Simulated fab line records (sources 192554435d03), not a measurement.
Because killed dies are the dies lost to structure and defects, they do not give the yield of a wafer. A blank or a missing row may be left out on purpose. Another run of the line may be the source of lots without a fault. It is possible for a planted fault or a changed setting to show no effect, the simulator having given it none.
Chamber matching	flow n5_finfet	N5_HKMG_FIN_ALD_71 on ald_metal-01 has 4 sister chambers
The step deposits TiN, target thk 1 nm, pulse time 1 s, purge time 3 s. 20 wafers are shown with their chamber, then 10 later ones without.

## EACH WAFER AND ITS CHAMBER
wafer	chamber	heater_power_w (W)	precursor_pulse_height_rel
L075.1	3	848	1.008
L075.2	2	868	1.000
L075.3	0	908	0.999
L075.4	0	915	1.011
L075.5	3	877	0.972
L075.6	2	880	1.007
L077.1	3	829	0.971
L077.2	2	886	0.971
L077.5	3	885	0.990
L079.2	0	927	1.003
L079.4	3	867	1.010
L079.5	0	905	1.013
L083.3	3	865	0.980
L083.4	2	861	1.004
L083.5	2	895	0.996
L090.1	0	913	0.975
L090.2	3	867	0.971
L090.3	1	827	0.982
L090.4	2	873	1.005
L090.5	3	859	1.011

SIGNATURES (means of the wafers above)
reading	chamber 0	chamber 1	chamber 2	chamber 3	scatter within a chamber
heater_power_w	913.60	827.00	877.17	862.12	14.1
precursor_pulse_height_rel	1.00020	0.98200	0.99717	0.98913	0.0161
Rule: a wafer's distance from a chamber is the root of the sum, over the readings, of the square of ((its reading less the chamber's mean) divided by the reading's scatter). The wafer belongs to the nearest chamber; if the next one is less than 2 further off, it can't be placed. The scatter: take each reading less its chamber's mean, square it, sum over the shown wafers, divide by the number of wafers less the number of chambers, and take the root.

## WAFERS WITH NO CHAMBER GIVEN
wafer	heater_power_w (W)	precursor_pulse_height_rel
L090.6	925	1.007
L091.1	837	0.985
L091.2	874	1.006
L091.6	867	0.991
L094.1	929	0.969
L094.4	868	1.063
L094.6	878	1.016
L096.3	879	0.993
L096.4	839	1.041
L096.6	867	0.981

## WHICH CHAMBER EACH WENT THROUGH
wafer	from the rows above	in truth
L090.6	0	0
L091.1	can't be placed: 1 or 3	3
L091.2	can't be placed: 2 or 3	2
L091.6	can't be placed: 3 or 2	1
L094.1	can't be placed: 0 or 2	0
L094.4	can't be placed: 2 or 3 or 0 or 1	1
L094.6	can't be placed: 2 or 3 or 0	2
L096.3	can't be placed: 2 or 3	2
L096.4	can't be placed: 3 or 1 or 2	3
L096.6	can't be placed: 3 or 2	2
Correct placement for 1 of the 10. Can't be placed from these rows: 9 (the true chamber is among the candidates in 8). Number placed wrongly: 0.
